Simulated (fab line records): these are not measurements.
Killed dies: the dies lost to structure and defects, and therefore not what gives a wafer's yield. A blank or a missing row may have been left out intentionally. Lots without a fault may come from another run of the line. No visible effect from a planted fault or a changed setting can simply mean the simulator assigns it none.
fab line records / flow n5_finfet
[record] lots = 4 wafers = 12 last_day = 18
route steps=1938 shown BEOL_M12@1647 BEOL_M13@1659
lots untouched by any fault: they come from a run of this same line in which no faults occurred
start_h: hours from the record's first day to the start of the lot's first wafer shown / wait_h: time in hours since the lot's previous step / " as in the row above / L1.1+2: a row that stands for several wafers / - either no value or no given start / * or withheld: withheld / < > ~ a bound
route shown NAME@n: NAME is a module with steps in the file, n the number in the route of the first one / usual: the fault-free wafers' mean and standard deviation / same: alike in all rows / chamber/n: place in a boat / sites: per-site readings / _std_site: their standard deviation / _edge_site: mean of outer sites minus mean of inner sites / radius_mm: how far each site lies from the wafer's centre / mask NAME#n: copy n / behind: the last tool/chamber to shape the wafer / hold: reason for holding the lot/hours on hold/outcome of the hold / device: which transistor (n, p or np) failed to switch / end of line: tests of these same wafers at the route's end / where a step has no rows: the recipe by itself / killed: dies that structure and defects cost at the first sort, which is not the same as the wafer's yield / map: shows each die of a wafer: x if killed, . if not, _ if none is there
set.NAME: setting as actually run; set.NAME@STEP: the setting as run at that earlier step / model.NAME: the simulator's own value behind a step, which no gauge read
lots seen at some steps along the route; tables by step, rows by wafer
services: a tool's chamber out of use, with start hour (start_h, from the record's first day; less than 0 if before it), hours out, and reason
[[steps]]
[step N5_BEOL_M12_PRE_CLEAN_42]
[recipe] gas = H2/He time_s = 30 temp_c = 250
[step N5_BEOL_M12_SPUTTER_43]
[recipe] material = TaN target_thk_a = 150 temp_c = 50 bias_v = 168.6 power_w = 15000 chamber_pressure_pa = 0.12 time_s = 24.19
[step N5_BEOL_M12_SPUTTER_44]
[recipe] material = Ta target_thk_a = 100 temp_c = 50 bias_v = 80 power_w = 15000 chamber_pressure_pa = 0.07 time_s = 16.13
[step N5_BEOL_M12_SPUTTER_45]
[recipe] material = Cu target_thk_a = 800 temp_c = -20 bias_v = 60 power_w = 26000 chamber_pressure_pa = 0.13 time_s = 13.33
[step N5_BEOL_M12_ECD_47]
[recipe] material = Cu target_thk_a = 7200
[step N5_BEOL_M12_ANNEAL_48]
[recipe] temp_c = 225 time_s = 90 ambient = N2
[step N5_BEOL_M12_CMP_49]
[recipe] stop_on = SiOC t_overpolish_s = 20.6 down_force_psi = 1 platen_rpm = 50 clearing_platen_down_force_psi = 1.5 clearing_platen_rpm = 50 post_cmp_clean = cu_alkaline target_thk_nm = 320 clearing_platen_pad_velocity_m_s = 0.99484 pad_velocity_m_s = 0.99484
[step N5_BEOL_M12_PRE_CLEAN_52]
[recipe] gas = NH3 time_s = 15 temp_c = withheld rf_power_w = 300
[step N5_BEOL_M12_DEP_53]
[recipe] material = SiCN target_thk_a = 300 temp_c = withheld precursor = 3MS/NH3 pressure_torr = 3 rf_w = 675 time_s = 10.5
[step N5_BEOL_M13_ILD_DEP_00]
[recipe] material = SiOC target_thk_a = 8379.2 temp_c = 350 precursor = DEMS/O2 pressure_torr = 5 rf_w = 500 time_s = 166.4
[usual] chamber_pressure_Torr = 5.000/0.01 heater_power_w = 479/85 showerhead_plenum_p_Torr = 5.691/0.013 throttle_valve_pct = 12.0/0.65
lot.wafer=L585.1 tool=pecvd-04 chamber=1 start_h=245.56 wait_h=0.0 chamber_pressure_Torr=4.995 heater_power_w=434 showerhead_plenum_p_Torr=5.686 since_wet_clean_h=1493 throttle_valve_pct=12.0 model.SiOC_of_BEOL_M13_ILD_DEP_00.thk_nm=834.6
lot.wafer=L585.4 tool=pecvd-04 chamber=1 start_h=245.56 wait_h=0.0 chamber_pressure_Torr=4.992 heater_power_w=457 showerhead_plenum_p_Torr=5.671 since_wet_clean_h=- throttle_valve_pct=12.3 model.SiOC_of_BEOL_M13_ILD_DEP_00.thk_nm=837.8
lot.wafer=L585.5 tool=pecvd-04 chamber=0 start_h=245.56 wait_h=0.0 chamber_pressure_Torr=4.994 heater_power_w=449 showerhead_plenum_p_Torr=5.688 since_wet_clean_h=- throttle_valve_pct=12.6 model.SiOC_of_BEOL_M13_ILD_DEP_00.thk_nm=855
lot.wafer=L595.1 tool=pecvd-04 chamber=1 start_h=303.63 wait_h=0.0 chamber_pressure_Torr=4.996 heater_power_w=391 showerhead_plenum_p_Torr=5.685 since_wet_clean_h=1551 throttle_valve_pct=12.2 model.SiOC_of_BEOL_M13_ILD_DEP_00.thk_nm=686.2
lot.wafer=L595.2 tool=pecvd-04 chamber=2 start_h=303.63 wait_h=0.0 chamber_pressure_Torr=5.013 heater_power_w=393 showerhead_plenum_p_Torr=5.710 since_wet_clean_h=72 throttle_valve_pct=10.9 model.SiOC_of_BEOL_M13_ILD_DEP_00.thk_nm=824.4
lot.wafer=L595.5 tool=pecvd-04 chamber=0 start_h=303.63 wait_h=0.0 chamber_pressure_Torr=4.997 heater_power_w=531 showerhead_plenum_p_Torr=5.692 since_wet_clean_h=- throttle_valve_pct=12.7 model.SiOC_of_BEOL_M13_ILD_DEP_00.thk_nm=836
lot.wafer=L597.2 tool=pecvd-04 chamber=2 start_h=327.93 wait_h=0.0 chamber_pressure_Torr=4.993 heater_power_w=397 showerhead_plenum_p_Torr=5.684 since_wet_clean_h=97 throttle_valve_pct=10.9 model.SiOC_of_BEOL_M13_ILD_DEP_00.thk_nm=830
lot.wafer=L597.5 tool=pecvd-04 chamber=1 start_h=327.93 wait_h=0.0 chamber_pressure_Torr=5.010 heater_power_w=438 showerhead_plenum_p_Torr=5.666 since_wet_clean_h=- throttle_valve_pct=12.3 model.SiOC_of_BEOL_M13_ILD_DEP_00.thk_nm=835.4
lot.wafer=L597.6 tool=pecvd-04 chamber=0 start_h=327.93 wait_h=0.0 chamber_pressure_Torr=5.023 heater_power_w=530 showerhead_plenum_p_Torr=5.711 since_wet_clean_h=- throttle_valve_pct=12.6 model.SiOC_of_BEOL_M13_ILD_DEP_00.thk_nm=685
lot.wafer=L607.2 tool=pecvd-01 chamber=2 start_h=399.02 wait_h=0.0 chamber_pressure_Torr=4.993 heater_power_w=530 showerhead_plenum_p_Torr=5.685 since_wet_clean_h=711 throttle_valve_pct=12.3 model.SiOC_of_BEOL_M13_ILD_DEP_00.thk_nm=840
lot.wafer=L607.3 tool=pecvd-01 chamber=2 start_h=399.02 wait_h=0.0 chamber_pressure_Torr=4.997 heater_power_w=566 showerhead_plenum_p_Torr=5.680 since_wet_clean_h=- throttle_valve_pct=12.1 model.SiOC_of_BEOL_M13_ILD_DEP_00.thk_nm=843.8
lot.wafer=L607.6 tool=pecvd-01 chamber=2 start_h=399.02 wait_h=0.0 chamber_pressure_Torr=5.005 heater_power_w=446 showerhead_plenum_p_Torr=5.679 since_wet_clean_h=- throttle_valve_pct=12.1 model.SiOC_of_BEOL_M13_ILD_DEP_00.thk_nm=841.2
[step N5_BEOL_M13_THK_MEAS_01]
[recipe] reads = SiOC_of_BEOL_M13_ILD_DEP_00
[usual] M13_ILD_THK = 836/10
lot.wafer=L585.1 tool=film_metro-02 chamber=- start_h=245.71 wait_h=0.1 M13_ILD_THK[nm]=834
lot.wafer=L585.4 tool=film_metro-02 chamber=- start_h=245.71 wait_h=0.1 M13_ILD_THK[nm]=838
lot.wafer=L585.5 tool=film_metro-02 chamber=- start_h=245.71 wait_h=0.1 M13_ILD_THK[nm]=855
lot.wafer=L595.1 tool=film_metro-02 chamber=- start_h=303.78 wait_h=0.1 M13_ILD_THK[nm]=687
lot.wafer=L595.2 tool=film_metro-02 chamber=- start_h=303.78 wait_h=0.1 M13_ILD_THK[nm]=824
lot.wafer=L595.5 tool=film_metro-02 chamber=- start_h=303.78 wait_h=0.1 M13_ILD_THK[nm]=836
lot.wafer=L597.2 tool=film_metro-02 chamber=- start_h=328.08 wait_h=0.1 M13_ILD_THK[nm]=831
lot.wafer=L597.5 tool=film_metro-02 chamber=- start_h=328.08 wait_h=0.1 M13_ILD_THK[nm]=836
lot.wafer=L597.6 tool=film_metro-02 chamber=- start_h=328.08 wait_h=0.1 M13_ILD_THK[nm]=686
lot.wafer=L607.2 tool=film_metro-01 chamber=- start_h=399.23 wait_h=0.2 M13_ILD_THK[nm]=840
lot.wafer=L607.3 tool=film_metro-01 chamber=- start_h=399.23 wait_h=0.2 M13_ILD_THK[nm]=844
lot.wafer=L607.6 tool=film_metro-01 chamber=- start_h=399.23 wait_h=0.2 M13_ILD_THK[nm]=841
[step N5_BEOL_M13_COAT_58]
[recipe] resist = BARC temp_c = 205 time_s = 60 spin_rpm = 1500 resist_thk_nm = 89
[step N5_BEOL_M13_COAT_04]
[recipe] spin_rpm = 1625 resist_thk_nm = 400
[step N5_BEOL_M13_EBR_06]
[recipe] solvent = PGMEA ebr_width_mm = 1.5
[step N5_BEOL_M13_SOFTBAKE_05]
[recipe] temp_c = 130 time_s = 60
[step N5_BEOL_M13_EXPOSE_07]
[recipe] mask_id = V12 na = 0.93 source_shape = conventional sigma_outer = 0.6 polarization = unpolarized attpsm_phase_deg = 180 dose_mj = 24.8
[step N5_BEOL_M13_PEB_08]
[recipe] peb_temp_c = 130 peb_time_s = 90
[step N5_BEOL_M13_DEVELOP_09]
[recipe] develop_time_s = 45 rinse_liquid = diw dry = air_spin dev_temp_c = 21
[step N5_BEOL_M13_HARDBAKE_14]
[recipe] temp_c = 130 time_s = 120
[step N5_BEOL_M13_DESCUM_15]
[recipe] chemistry = O2 time_s = 7.9 source_power_w = 50 bias_power_w = 20 pressure_mtorr = 20 rf_frequency_hz = 2.712e+07 temp_c = 40 o2_flow_sccm = 225
[step N5_BEOL_M13_ETCH_59]
[recipe] chemistry = N2/H2 target = BARC target_depth_a = 890 overetch_a = 267 time_s = 67.9 ion_energy_ev = 200 pressure_mtorr = 30 source_w = 840 bias_w = 150 n2_flow_sccm = 200 h2_flow_sccm = 200
[step N5_BEOL_M13_VIA_ETCH_16]
[recipe] chemistry = C4F8/O2/Ar target = SiOC pressure_mtorr = 30 source_w = 3000 bias_w = 700 Ar_flow_sccm = 400 C4F8_flow_sccm = 15 O2_flow_sccm = 8 he_inner_torr = 15 he_outer_torr = 30 target_depth_a = 9217 time_s = withheld ion_energy_ev = 250 ends = cleared
[usual] chamber_pressure_mTorr = 30.001/0.027 drypump_motor_current_A = 5.7/0.58 oes_product_au = 0.73/0.079 rf_vpp_V = 665.3/2.8 showerhead_plenum_p_Torr = 3.41/0.091 throttle_valve_pct = 24.11/0.24
lot.wafer=L585.1 tool=rie_diel-03 chamber=0 start_h=246.20 wait_h=0.0 chamber_pressure_mTorr=30.019 drypump_motor_current_A=6.5 oes_product_au=0.86 rf_vpp_V=667.3 showerhead_plenum_p_Torr=3.48 throttle_valve_pct=23.74 model.etch.depth_nm=834.6 model.coat_of_BEOL_M13_COAT_04.thk_nm=69.6
lot.wafer=L585.4 tool=rie_diel-03 chamber=1 start_h=246.20 wait_h=0.0 chamber_pressure_mTorr=30.008 drypump_motor_current_A=5.7 oes_product_au=0.80 rf_vpp_V=665.5 showerhead_plenum_p_Torr=3.46 throttle_valve_pct=23.93 model.etch.depth_nm=837.8 model.coat_of_BEOL_M13_COAT_04.thk_nm=72.2
lot.wafer=L585.5 tool=rie_diel-03 chamber=0 start_h=246.20 wait_h=0.0 chamber_pressure_mTorr=30.003 drypump_motor_current_A=6.5 oes_product_au=0.87 rf_vpp_V=666.7 showerhead_plenum_p_Torr=3.48 throttle_valve_pct=23.75 model.etch.depth_nm=855 model.coat_of_BEOL_M13_COAT_04.thk_nm=65.8
lot.wafer=L595.1 tool=rie_diel-01 chamber=0 start_h=304.49 wait_h=0.0 chamber_pressure_mTorr=30.008 drypump_motor_current_A=5.2 oes_product_au=0.67 rf_vpp_V=665.5 showerhead_plenum_p_Torr=3.41 throttle_valve_pct=24.57 model.etch.depth_nm=686.2 model.coat_of_BEOL_M13_COAT_04.thk_nm=113
lot.wafer=L595.2 tool=rie_diel-01 chamber=2 start_h=304.49 wait_h=0.0 chamber_pressure_mTorr=30.017 drypump_motor_current_A=6.0 oes_product_au=0.69 rf_vpp_V=664.9 showerhead_plenum_p_Torr=3.46 throttle_valve_pct=24.40 model.etch.depth_nm=824.3 model.coat_of_BEOL_M13_COAT_04.thk_nm=73.2
lot.wafer=L595.5 tool=rie_diel-01 chamber=0 start_h=304.49 wait_h=0.0 chamber_pressure_mTorr=30.032 drypump_motor_current_A=5.2 oes_product_au=0.66 rf_vpp_V=665.7 showerhead_plenum_p_Torr=3.41 throttle_valve_pct=24.57 model.etch.depth_nm=836.1 model.coat_of_BEOL_M13_COAT_04.thk_nm=69
lot.wafer=L597.2 tool=rie_diel-01 chamber=0 start_h=328.69 wait_h=0.0 chamber_pressure_mTorr=29.958 drypump_motor_current_A=5.2 oes_product_au=0.67 rf_vpp_V=664.8 showerhead_plenum_p_Torr=3.40 throttle_valve_pct=24.59 model.etch.depth_nm=829.9 model.coat_of_BEOL_M13_COAT_04.thk_nm=70.6
lot.wafer=L597.5 tool=rie_diel-01 chamber=1 start_h=328.69 wait_h=0.0 chamber_pressure_mTorr=29.978 drypump_motor_current_A=4.9 oes_product_au=0.61 rf_vpp_V=666.9 showerhead_plenum_p_Torr=3.49 throttle_valve_pct=24.13 model.etch.depth_nm=835.5 model.coat_of_BEOL_M13_COAT_04.thk_nm=71.4
lot.wafer=L597.6 tool=rie_diel-01 chamber=0 start_h=328.69 wait_h=0.0 chamber_pressure_mTorr=30.013 drypump_motor_current_A=5.2 oes_product_au=0.67 rf_vpp_V=666.1 showerhead_plenum_p_Torr=3.40 throttle_valve_pct=24.59 model.etch.depth_nm=684.9 model.coat_of_BEOL_M13_COAT_04.thk_nm=113.2
lot.wafer=L607.2 tool=rie_diel-06 chamber=1 start_h=400.13 wait_h=0.0 chamber_pressure_mTorr=30.013 drypump_motor_current_A=5.1 oes_product_au=0.83 rf_vpp_V=664.0 showerhead_plenum_p_Torr=3.35 throttle_valve_pct=23.91 model.etch.depth_nm=840.1 model.coat_of_BEOL_M13_COAT_04.thk_nm=68.6
lot.wafer=L607.3 tool=rie_diel-06 chamber=3 start_h=400.13 wait_h=0.0 chamber_pressure_mTorr=29.979 drypump_motor_current_A=5.7 oes_product_au=0.67 rf_vpp_V=669.5 showerhead_plenum_p_Torr=3.53 throttle_valve_pct=24.13 model.etch.depth_nm=843.7 model.coat_of_BEOL_M13_COAT_04.thk_nm=69.2
lot.wafer=L607.6 tool=rie_diel-06 chamber=2 start_h=400.13 wait_h=0.0 chamber_pressure_mTorr=30.075 drypump_motor_current_A=5.0 oes_product_au=0.74 rf_vpp_V=664.3 showerhead_plenum_p_Torr=3.32 throttle_valve_pct=23.82 model.etch.depth_nm=841.2 model.coat_of_BEOL_M13_COAT_04.thk_nm=70.4
[step N5_BEOL_M13_STRIP_63]
[recipe] chemistry = N2/H2 power_w = 1000 temp_c = 250 h2_frac = 0.65 overash_fraction = 0.3 pressure_mtorr = 1000 n2_flow_sccm = 1750 h2_flow_sccm = 3250
[usual] chamber_pressure_mTorr = 1000.0/0.95 drypump_motor_current_A = 5.9/0.51 heater_power_w = 376/43 oes_product_au = 0.675/0.0049 strip_time_to_endpoint_s = 28.1/1
lot.wafer=L585.1 tool=plasma_asher-02 chamber=1 start_h=246.43 wait_h=- chamber_pressure_mTorr=998.9 drypump_motor_current_A=6.3 heater_power_w=427 oes_product_au=0.686 rf_hours_counter_h=68 strip_time_to_endpoint_s=27.6
lot.wafer=L585.4 tool=plasma_asher-02 chamber=1 start_h=246.43 wait_h=- chamber_pressure_mTorr=1000.9 drypump_motor_current_A=6.3 heater_power_w=424 oes_product_au=0.679 rf_hours_counter_h=- strip_time_to_endpoint_s=28.3
lot.wafer=L585.5 tool=plasma_asher-02 chamber=1 start_h=246.43 wait_h=- chamber_pressure_mTorr=1000.0 drypump_motor_current_A=6.3 heater_power_w=428 oes_product_au=0.670 rf_hours_counter_h=- strip_time_to_endpoint_s=26.5
lot.wafer=L595.1 tool=plasma_asher-01 chamber=0 start_h=304.72 wait_h=- chamber_pressure_mTorr=1001.5 drypump_motor_current_A=6.2 heater_power_w=343 oes_product_au=0.686 rf_hours_counter_h=140 strip_time_to_endpoint_s=39.8
lot.wafer=L595.2 tool=plasma_asher-01 chamber=1 start_h=304.72 wait_h=- chamber_pressure_mTorr=1000.3 drypump_motor_current_A=5.0 heater_power_w=304 oes_product_au=0.679 rf_hours_counter_h=140 strip_time_to_endpoint_s=28.6
lot.wafer=L595.5 tool=plasma_asher-01 chamber=1 start_h=304.72 wait_h=- chamber_pressure_mTorr=999.6 drypump_motor_current_A=4.9 heater_power_w=318 oes_product_au=0.672 rf_hours_counter_h=- strip_time_to_endpoint_s=27.4
lot.wafer=L597.2 tool=plasma_asher-02 chamber=0 start_h=328.92 wait_h=- chamber_pressure_mTorr=999.5 drypump_motor_current_A=5.7 heater_power_w=388 oes_product_au=0.680 rf_hours_counter_h=84 strip_time_to_endpoint_s=27.8
lot.wafer=L597.5 tool=plasma_asher-02 chamber=1 start_h=328.92 wait_h=- chamber_pressure_mTorr=1001.3 drypump_motor_current_A=6.3 heater_power_w=427 oes_product_au=0.674 rf_hours_counter_h=- strip_time_to_endpoint_s=28.1
lot.wafer=L597.6 tool=plasma_asher-02 chamber=0 start_h=328.92 wait_h=- chamber_pressure_mTorr=999.8 drypump_motor_current_A=5.7 heater_power_w=384 oes_product_au=0.688 rf_hours_counter_h=- strip_time_to_endpoint_s=39.8
lot.wafer=L607.2 tool=plasma_asher-02 chamber=0 start_h=400.37 wait_h=- chamber_pressure_mTorr=1000.9 drypump_motor_current_A=5.7 heater_power_w=396 oes_product_au=0.672 rf_hours_counter_h=98 strip_time_to_endpoint_s=27.3
lot.wafer=L607.3 tool=plasma_asher-02 chamber=1 start_h=400.37 wait_h=- chamber_pressure_mTorr=999.9 drypump_motor_current_A=6.4 heater_power_w=416 oes_product_au=0.675 rf_hours_counter_h=- strip_time_to_endpoint_s=27.4
lot.wafer=L607.6 tool=plasma_asher-02 chamber=1 start_h=400.37 wait_h=- chamber_pressure_mTorr=997.3 drypump_motor_current_A=6.4 heater_power_w=422 oes_product_au=0.675 rf_hours_counter_h=- strip_time_to_endpoint_s=27.7
[step N5_BEOL_M13_STRIP_64]
[recipe] chemistry = N2/H2 power_w = 1000 temp_c = 250 h2_frac = 0.65 overash_fraction = 0.3 pressure_mtorr = withheld n2_flow_sccm = 1750 h2_flow_sccm = 3250
[step N5_BEOL_M13_STRIP_71]
[recipe] chemistry = post_etch_residue_remover time_s = 60 temp_c = 25 remover_ph = withheld remover_water_wt_pct = withheld remover_fluoride_wt_pct = withheld
[step N5_BEOL_M13_SRD_72]
[recipe] time_s = 30 temp_c = 23 rinse_liquid = diw dry = n2_spin spin_rpm = 1500 dry_time_s = 30
[step N5_BEOL_M13_COAT_65]
[recipe] resist = SOC temp_c = 250 time_s = 60 spin_rpm = 1500 resist_thk_nm = 350
[step N5_BEOL_M13_COAT_66]
[recipe] resist = SiARC temp_c = 220 time_s = 60 spin_rpm = 1500 resist_thk_nm = 110
[step N5_BEOL_M13_COAT_22]
[recipe] spin_rpm = 2888 resist_thk_nm = 300
[step N5_BEOL_M13_EBR_24]
[recipe] solvent = PGMEA ebr_width_mm = 1.5
[step N5_BEOL_M13_SOFTBAKE_23]
[recipe] temp_c = 130 time_s = 60
[step N5_BEOL_M13_EXPOSE_25]
[recipe] mask_id = M13 na = 0.93 source_shape = conventional sigma_outer = 0.4 polarization = unpolarized target_cd_nm = 210 dose_mj = 22
[step N5_BEOL_M13_PEB_26]
[recipe] peb_temp_c = 130 peb_time_s = 90
[step N5_BEOL_M13_DEVELOP_27]
[recipe] develop_time_s = 45 rinse_liquid = diw dry = air_spin dev_temp_c = 21
[step N5_BEOL_M13_HARDBAKE_32]
[recipe] temp_c = 130 time_s = 120
[step N5_BEOL_M13_CMP_49]
[recipe] stop_on = SiOC t_overpolish_s = 17.1 down_force_psi = 1 platen_rpm = 50 clearing_platen_down_force_psi = 1.5 clearing_platen_rpm = 50 post_cmp_clean = cu_alkaline target_thk_nm = 420 clearing_platen_pad_velocity_m_s = 0.99484 pad_velocity_m_s = 0.99484
[usual] motor_current_A = 6.0/0.49 platen_rpm = 50.00/0.037
lot.wafer=L585.1 tool=cmp-02 chamber=1 start_h=252.98 wait_h=0.5 motor_current_A=5.4 platen_rpm=50.01 model.SiOC_of_BEOL_M13_ILD_DEP_00.thk_nm=775.2
lot.wafer=L585.4 tool=cmp-02 chamber=0 start_h=252.98 wait_h=0.5 motor_current_A=5.9 platen_rpm=50.04 model.SiOC_of_BEOL_M13_ILD_DEP_00.thk_nm=781
lot.wafer=L585.5 tool=cmp-02 chamber=1 start_h=252.98 wait_h=0.5 motor_current_A=5.5 platen_rpm=50.02 model.SiOC_of_BEOL_M13_ILD_DEP_00.thk_nm=795.8
lot.wafer=L595.2 tool=cmp-04 chamber=1 start_h=307.53 wait_h=0.2 motor_current_A=5.7 platen_rpm=50.03 model.SiOC_of_BEOL_M13_ILD_DEP_00.thk_nm=764.2
lot.wafer=L595.1 tool=cmp-04 chamber=3 start_h=307.53 wait_h=0.2 motor_current_A=6.0 platen_rpm=49.98 model.SiOC_of_BEOL_M13_ILD_DEP_00.thk_nm=629.6
lot.wafer=L595.5 tool=cmp-04 chamber=0 start_h=307.53 wait_h=0.2 motor_current_A=5.6 platen_rpm=50.09 model.SiOC_of_BEOL_M13_ILD_DEP_00.thk_nm=776.4
lot.wafer=L597.2 tool=cmp-02 chamber=2 start_h=334.46 wait_h=0.2 motor_current_A=5.7 platen_rpm=50.05 model.SiOC_of_BEOL_M13_ILD_DEP_00.thk_nm=770
lot.wafer=L597.5 tool=cmp-02 chamber=1 start_h=334.46 wait_h=0.2 motor_current_A=5.1 platen_rpm=49.97 model.SiOC_of_BEOL_M13_ILD_DEP_00.thk_nm=775.6
lot.wafer=L597.6 tool=cmp-02 chamber=2 start_h=334.46 wait_h=0.2 motor_current_A=5.4 platen_rpm=50.05 model.SiOC_of_BEOL_M13_ILD_DEP_00.thk_nm=626.8
lot.wafer=L607.2 tool=cmp-04 chamber=1 start_h=404.38 wait_h=0.2 motor_current_A=5.9 platen_rpm=49.99 model.SiOC_of_BEOL_M13_ILD_DEP_00.thk_nm=780.2
lot.wafer=L607.3 tool=cmp-04 chamber=2 start_h=404.38 wait_h=0.2 motor_current_A=6.6 platen_rpm=50.02 model.SiOC_of_BEOL_M13_ILD_DEP_00.thk_nm=784.8
lot.wafer=L607.6 tool=cmp-04 chamber=1 start_h=404.38 wait_h=0.2 motor_current_A=6.0 platen_rpm=50.00 model.SiOC_of_BEOL_M13_ILD_DEP_00.thk_nm=782.6
[[services]]
tool=rie_diel-01 chamber=1 start_h=226.18 hours=3.6 kind=repair
tool=cmp-02 chamber=- start_h=231.85 hours=0.3 kind=repair
tool=pecvd-04 chamber=2 start_h=233.59 hours=5.8 kind=repair
tool=plasma_asher-02 chamber=- start_h=240.80 hours=0.9 kind=repair
tool=rie_diel-01 chamber=0 start_h=241.59 hours=12.8 kind=repair
tool=pecvd-01 chamber=1 start_h=243.29 hours=17.6 kind=repair
tool=pecvd-01 chamber=- start_h=245.94 hours=0.7 kind=repair
tool=plasma_asher-01 chamber=- start_h=245.98 hours=1.4 kind=repair
tool=cmp-04 chamber=- start_h=251.10 hours=1.2 kind=repair
tool=cmp-04 chamber=- start_h=254.99 hours=2.5 kind=repair
tool=pecvd-04 chamber=- start_h=265.39 hours=0.2 kind=repair
tool=cmp-02 chamber=- start_h=265.59 hours=3.7 kind=pm
tool=rie_diel-03 chamber=2 start_h=266.47 hours=4.2 kind=repair
tool=pecvd-01 chamber=- start_h=268.67 hours=0.6 kind=repair
tool=plasma_asher-01 chamber=- start_h=279.24 hours=0.7 kind=repair
tool=pecvd-04 chamber=- start_h=284.97 hours=2.8 kind=pm
tool=rie_diel-06 chamber=1 start_h=290.13 hours=8.6 kind=repair
tool=rie_diel-01 chamber=- start_h=294.76 hours=1.2 kind=repair
tool=cmp-04 chamber=- start_h=317.84 hours=4.0 kind=pm
tool=cmp-04 chamber=- start_h=321.84 hours=- kind=consumable_replace:conditioner
tool=cmp-02 chamber=- start_h=342.95 hours=1.5 kind=repair
tool=rie_diel-03 chamber=- start_h=357.61 hours=13.2 kind=repair
tool=rie_diel-06 chamber=- start_h=363.75 hours=0.3 kind=repair
tool=pecvd-04 chamber=2 start_h=366.19 hours=5.5 kind=scheduled_down
[[key]]
[first_sign] step = N5_BEOL_M13_THK_MEAS_01 reading = M13_ILD_THK direction = down sigmas = 14 usual = 836 struck = 686
[effect] step = N5_BEOL_M13_STRIP_63 reading = strip_time_to_endpoint_s direction = up sigmas = 12 usual = * struck = *
[model_effect] step = N5_BEOL_M13_ILD_DEP_00 value = SiOC_of_BEOL_M13_ILD_DEP_00.thk_nm without = 829.9 struck = 685.6
[model_effect] step = N5_BEOL_M13_VIA_ETCH_16 value = etch.depth_nm without = 829.9 struck = 685.6
[model_effect] step = N5_BEOL_M13_CMP_49 value = SiOC_of_BEOL_M13_ILD_DEP_00.thk_nm without = 772.5 struck = 628.2
met_at N5_BEOL_M13_ILD_DEP_00
struck_wafers L595.1,L597.6
onset_between 245.56 303.63
[fault] kind = process_parameter_drift tool = pecvd-04 chamber = - onset_h = 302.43 steps = N5_BEOL_M13_ILD_DEP_00 channel = target_thk_a offset = * shape = step end_h = 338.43 scope = struck_wafers_only acts_in = * stated = *
